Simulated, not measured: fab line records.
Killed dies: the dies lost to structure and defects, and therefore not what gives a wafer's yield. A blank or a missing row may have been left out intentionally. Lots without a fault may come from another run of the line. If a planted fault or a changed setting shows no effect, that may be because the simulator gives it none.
Comparing a struck lot with a sound one :: flow n5Finfet :: 35 steps out of a route of 1938
Sound: the wafers L963.2, L963.3, L963.4. Struck: wafer L960.3. (L960.1, L960.6 of the same lot were not struck and are left out.) The cause comes at the end.
For every step that has rows: the tool of each side, followed by ch and its chambers, followed by its first start. Under that, the readings that differ: sound wafers :: struck wafers :: difference of the means :: sigmas: that difference in standard deviations of wafers without a fault.
alike: same words and numbers on both sides, and readings whose means sit less than 2 such deviations apart. not compared: any withheld reading, any reading some wafer has no value for, any bound like >300 that may hide the same value, and any number with overlapping values for which the record gives no deviation.
The two part at a step that has a row with sigmas, a row that says differs or no value, or rows on one side only. When numbers do not overlap yet have no deviation, they are printed without sigmas and do not part them. A reading that every wafer of one side lacks parts them only if that side has two wafers or more.

first, 10 steps without rows for these wafers: N5_GATE_CUT_DESCUM_18 (chemistry O2, time 7 s); N5_GATE_CUT_ETCH_28 (etches underlayer in N2/H2, target depth 13 nm, time 10.4 s); N5_GATE_CUT_ETCH_36 (etches SiARC in CF4, target depth 13 nm, time 21.7 s); N5_GATE_CUT_ETCH_37 (etches SOC in N2/H2, target depth 60 nm, overetch 12 nm, time 90 s); N5_GATE_CUT_STRIP_38 (strips in N2/H2); N5_GATE_CUT_STRIP_39 (strips in N2/H2); N5_GATE_CUT_HM_OPEN_40 (chemistry C4F6/O2, target SiO2, target depth 139 nm, time 85.1 s); N5_GATE_CUT_STRIP_41 (strips in CF4); N5_GATE_CUT_STRIP_42 (strips in O2); N5_GATE_CUT_ETCH_19 (etches SiNx in CH3F/O2, target depth 53.7 nm, time 76.7 s).
N5_GATE_CUT_CUT_ETCH_53: etches W in SF6/Cl2, target depth 79.2 nm.
  sound on rieMetal-01 ch 0,1, day 7 15:07; struck on rieMetal-02 ch 1, day 6 19:40
reading: drypumpMotorCurrentA (A)
sound: 5.1 5.2 5.7
struck: 6.3
difference: +1.0
sigmas: +2

reading: etchRfOnTimeS (s)
sound: 26.2 26.1 26.1
struck: 34.3
difference: +8.2
sigmas: +23

reading: oesProductAu (a.u.)
sound: 0.90 0.91 0.63
struck: 0.61
difference: -0.20
sigmas: -2

reading: throttleValvePct (%)
sound: 29.28 29.28 29.13
struck: 28.45
difference: -0.78
sigmas: -3

reading: model.etch.depthNm (nm)
sound: 67.12 67.12 67.12
struck: 56.1
difference: -11.0
sigmas: 
  not compared: rfHoursCounterH
N5_GATE_CUT_CUT_ETCH_54: etches TiN in Cl2/BCl3, target depth 96.7 nm.
  sound on rieMetal-01 ch 0,1, day 7 15:10; struck on rieMetal-02 ch 1, day 6 19:44
reading: drypumpMotorCurrentA (A)
sound: 5.1 5.2 5.7
struck: 6.3
difference: +1.0
sigmas: +2

reading: etchRfOnTimeS (s)
sound: 36.5 36.7 36.8
struck: 47.9
difference: +11.2
sigmas: +22

reading: oesProductAu (a.u.)
sound: 0.90 0.89 0.62
struck: 0.32
difference: -0.48
sigmas: -5
  alike: throttleValvePct
  not compared: rfHoursCounterH
N5_GATE_CUT_ETCH_47: etches SiO2 in Cl2/BCl3, target depth 10 nm.
  sound on rieMetal-01 ch 0,1, day 7 15:16; struck on rieMetal-02 ch 1, day 6 19:49
reading: drypumpMotorCurrentA (A)
sound: 5.1 5.2 5.7
struck: 6.4
difference: +1.1
sigmas: +2

reading: model.GATE_CUT.cdNm (nm)
sound: 20 19.6 19.8
struck: 19.2
difference: -0.6
sigmas: 
  alike: oesProductAu, throttleValvePct
  not compared: rfHoursCounterH
then, 20 steps without rows for these wafers: N5_GATE_CUT_VAPOR_ETCH_48 (etches TiN in BCl3/Cl2); N5_GATE_CUT_VAPOR_ETCH_49 (etches TiAlC in BCl3/Cl2); N5_GATE_CUT_VAPOR_ETCH_51 (etches HfO2 in BCl3/Cl2); N5_GATE_CUT_STRIP_21 (strips in N2/H2, time 30 s); N5_GATE_CUT_STRIP_29 (strips in post etch residue remover, time 60 s); N5_GATE_CUT_SRD_52 (time 30 s); N5_GATE_CUT_ALD_22 (deposits SiNx, target thk 16 nm, pulse time 1 s, ald cycles 320); N5_GATE_CUT_CMP_23 (polishes, stops on SiO2, t overpolish 23.4 s, target thk 16 nm); N5_GATE_CUT_CMP_43 (polishes SiO2); N5_GATE_CUT_CMP_61 (polishes, stops on SiNx, t overpolish 3 s); N5_MOL_CONTACT_COAG_COAT_103 (time 60 s, resist thk 80 nm); N5_MOL_CONTACT_COAG_COAT_104 (time 60 s, resist thk 12 nm); N5_MOL_CONTACT_COAG_COAT_58 (time 60 s, resist thk 10 nm); N5_MOL_CONTACT_COAG_COAT_02 (resist thk 30 nm); N5_MOL_CONTACT_COAG_EBR_04; N5_MOL_CONTACT_COAG_SOFTBAKE_03 (time 60 s); N5_MOL_CONTACT_COAG_EXPOSE_05 (exposes mask CA, defocus 0 nm); N5_MOL_CONTACT_COAG_PEB_06 (peb time 60 s); N5_MOL_CONTACT_COAG_DEVELOP_07 (develop time 30 s); N5_MOL_CONTACT_COAG_DESCUM_13 (chemistry O2, time 7 s).
N5_BEOL_M4_RC_MEAS_101:
  the record has rows for the sound wafers here (prober-02 ch 0, day 11 05:46) and none for the struck ones
-- the record jumps here: 8 days lie between the struck wafers' starts before and after (it left off in module BEOL_M4 and takes up again in module PASSIVATION, whose first step shown is number 1936 of the route) --
N5_PASSIVATION_PROBE_49:
  struck on prober-02, day 14 09:26; sound on prober-02, day 15 03:58
reading: defectLimitedYield (%)
sound: 90.1 90.7 90.9
struck: 0
difference: -91
sigmas: -65

reading: killed_at_M4_up
sound: 16 18 10
struck: 6
difference: -9
sigmas: -2

reading: killedAtFrontEnd
sound: 45 45 30
struck: 1117
difference: +1077
sigmas: +90

reading: killedDies
sound: 117 110 107
struck: 1180
difference: +1069
sigmas: +63

reading: killedOnRim
sound: 18 13 6
struck: 152
difference: +140
sigmas: +31

reading: sort_bin_5_function (%)
sound: 5.2 5.7 5.3
struck: 96.2
difference: +90.8
sigmas: +96

reading: sortNPass
sound: 1063 1070 1073
struck: 0
difference: -1069
sigmas: -63

reading: sortYieldPct (%)
sound: 90.1 90.7 90.9
struck: 0
difference: -91
sigmas: -65
  alike: killed_at_M0_to_M3, killedAtContacts, killedAtOther, killedOpen, killedShort, sort_bin_6_memory

## WHERE THEY PART
Last at N5_PASSIVATION_PROBE_49 as far as this record goes, first at N5_GATE_CUT_CUT_ETCH_53.

WHY: whatever the simulator had introduced
rieMetal-02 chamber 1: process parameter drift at N5_GATE_CUT_CUT_ETCH_53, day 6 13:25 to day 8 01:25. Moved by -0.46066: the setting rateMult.
